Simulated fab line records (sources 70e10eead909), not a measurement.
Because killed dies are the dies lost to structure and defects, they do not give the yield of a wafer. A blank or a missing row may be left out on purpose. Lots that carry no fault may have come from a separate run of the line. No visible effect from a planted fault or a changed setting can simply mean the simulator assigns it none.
Chamber matching :: flow nandHarc :: 4 sister chambers for NHARC_P_GATE_DESCUM_48 on rieDiel-04
The step chemistry O2, time 3 s. 4 wafers are shown with their chamber, then 7 later ones without.

## EACH WAFER AND ITS CHAMBER
wafer: L417.6
chamber: 0
drypumpMotorCurrentA (A): 5.8

wafer: L421.6
chamber: 3
drypumpMotorCurrentA (A): 5.4

wafer: L422.1
chamber: 1
drypumpMotorCurrentA (A): 5.5

wafer: L422.3
chamber: 2
drypumpMotorCurrentA (A): 5.3

## WAFERS WITHOUT THEIR CHAMBER
wafer: L422.5
drypumpMotorCurrentA (A): 5.5

wafer: L424.4
drypumpMotorCurrentA (A): 5.6

wafer: L424.5
drypumpMotorCurrentA (A): 5.4

wafer: L424.6
drypumpMotorCurrentA (A): 5.8

wafer: L427.3
drypumpMotorCurrentA (A): 5.4

wafer: L427.5
drypumpMotorCurrentA (A): 5.4

wafer: L427.6
drypumpMotorCurrentA (A): 5.8

## CHAMBER TAKEN BY EACH
wafer: L422.5
from the rows above: 1
in truth: 1

wafer: L424.4
from the rows above: 1
in truth: 1

wafer: L424.5
from the rows above: 3
in truth: 3

wafer: L424.6
from the rows above: 0
in truth: 0

wafer: L427.3
from the rows above: 3
in truth: 3

wafer: L427.5
from the rows above: 3
in truth: 3

wafer: L427.6
from the rows above: 0
in truth: 0
Placed correctly: 7 of 7. Left unplaced by these rows: 0. Placed wrongly: 0.
How it was worked out, from the rows above alone: a wafer's distance from a chamber is the root of the sum, over the readings, of the square of ((its reading less the chamber's mean) divided by the reading's scatter). If the next closest chamber is less than 2 further off than the closest, the wafer can't be placed; otherwise it belongs to the closest. The mean given for a chamber averages the wafers shown for that chamber. The scatter: with one shown wafer a chamber, the root of the mean of the squares of how far each hidden wafer lies from its nearest shown one.
